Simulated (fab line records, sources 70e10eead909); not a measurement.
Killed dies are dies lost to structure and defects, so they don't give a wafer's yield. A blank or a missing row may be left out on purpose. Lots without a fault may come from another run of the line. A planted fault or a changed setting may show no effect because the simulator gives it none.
Which tool did it? | flow nand_harc | 6 lots, 18 wafers sampled, at 5 steps of a route of 1302

WHAT THE GAUGES READ, wafer by wafer
NHARC_END_SORT_01.
lot  | measured     | on        | killed_at_array
L116 | day 25 15:13 | prober-02 | 74 71 61
L119 | day 26 22:14 | prober-01 | 48 49 63
L124 | day 29 00:20 | prober-01 | 20 16 21
L126 | day 29 05:50 | prober-01 | 56 52 54
L128 | day 30 19:10 | prober-02 | 630 633 642
L137 | day 33 18:53 | prober-02 | 34 34 48

WHICH TOOL RAN EACH LOT (tool, then ch and the chambers of the sampled wafers, then the start)
lot  | NHARC_A_CHANNEL_HOLE_D2_ETCH_19  | NHARC_A_CHANNEL_HOLE_D2_ETCH_20  | NHARC_A_CHANNEL_FILL_D2_ETCHBACK_19 | NHARC_A_CHANNEL_FILL_D2_ALD_25
L116 | har_etch-01 ch 0,1, day 14 11:44 | har_etch-01 ch 0,1, day 14 11:51 | rie_si-05 ch 1,2, day 15 16:52      | ald_hk-03 ch 0,1,2, day 16 06:54
L119 | har_etch-01 ch 0,1, day 15 10:46 | har_etch-01 ch 0,1, day 15 10:55 | rie_si-02 ch 0,3, day 16 16:44      | ald_hk-04 ch 0,2, day 17 08:50
L124 | har_etch-02 ch 0,1, day 17 15:11 | har_etch-02 ch 0,1, day 17 15:25 | rie_si-03 ch 0,2,3, day 18 22:28    | ald_hk-03 ch 1,2, day 19 11:43
L126 | har_etch-02 ch 0,1, day 18 11:02 | har_etch-02 ch 0,1, day 18 11:08 | rie_si-02 ch 0,3, day 19 17:40      | ald_hk-04 ch 1,2,3, day 20 06:59
L128 | har_etch-02 ch 0,1, day 20 00:37 | har_etch-02 ch 0,1, day 20 00:43 | rie_si-02 ch 0,2,3, day 21 04:38    | ald_hk-03 ch 0,2,3, day 21 16:05
L137 | har_etch-02 ch 0,1, day 22 21:41 | har_etch-02 ch 0,1, day 22 21:48 | rie_si-02 ch 1,2,3, day 24 03:47    | ald_hk-03 ch 0,1,2, day 24 15:57
- NHARC_A_CHANNEL_HOLE_D2_ETCH_19: etches the open film in C4F8/O2/Ar, time 34.5 s.
- NHARC_A_CHANNEL_HOLE_D2_ETCH_20: etches the open film in C4F8/O2/Ar, time 361.9 s, target depth 1600 nm.
- NHARC_A_CHANNEL_FILL_D2_ETCHBACK_19: etches the open film in HBr/Cl2, target depth 5 nm, time 1.7 s.
- NHARC_A_CHANNEL_FILL_D2_ALD_25: deposits SiOx, target thk 60 nm, pulse time 10 s, ald cycles 600.

THE ANSWER, worked out from the rows above alone
Rule: what is usual is taken from the lots themselves. Put in order of their means at a reading, lots are off if they are a third of the lots or fewer, leave a main group of 4 or more, and stand apart from it by a gap of 3 or more times the standard deviation of the main group's means; of several such gaps the widest counts. A main group whose means are all the same, to the digits that the tables above print for the reading, isn't used. A lot without any number at a reading at which 4 lots or more have one is off too. The other lots that the step has rows for count as sound.
Off: L128, at NHARC_END_SORT_01 (killed_at_array). The main group: mean 47, standard deviation 17.
A tool fits if, at a process step before that reading, it ran every lot that is off, and no sound lot after the first of them. The gauges at NHARC_END_SORT_01 are tried like those tools. None of those tried fits.

WHAT THE SIMULATOR HAD PUT IN
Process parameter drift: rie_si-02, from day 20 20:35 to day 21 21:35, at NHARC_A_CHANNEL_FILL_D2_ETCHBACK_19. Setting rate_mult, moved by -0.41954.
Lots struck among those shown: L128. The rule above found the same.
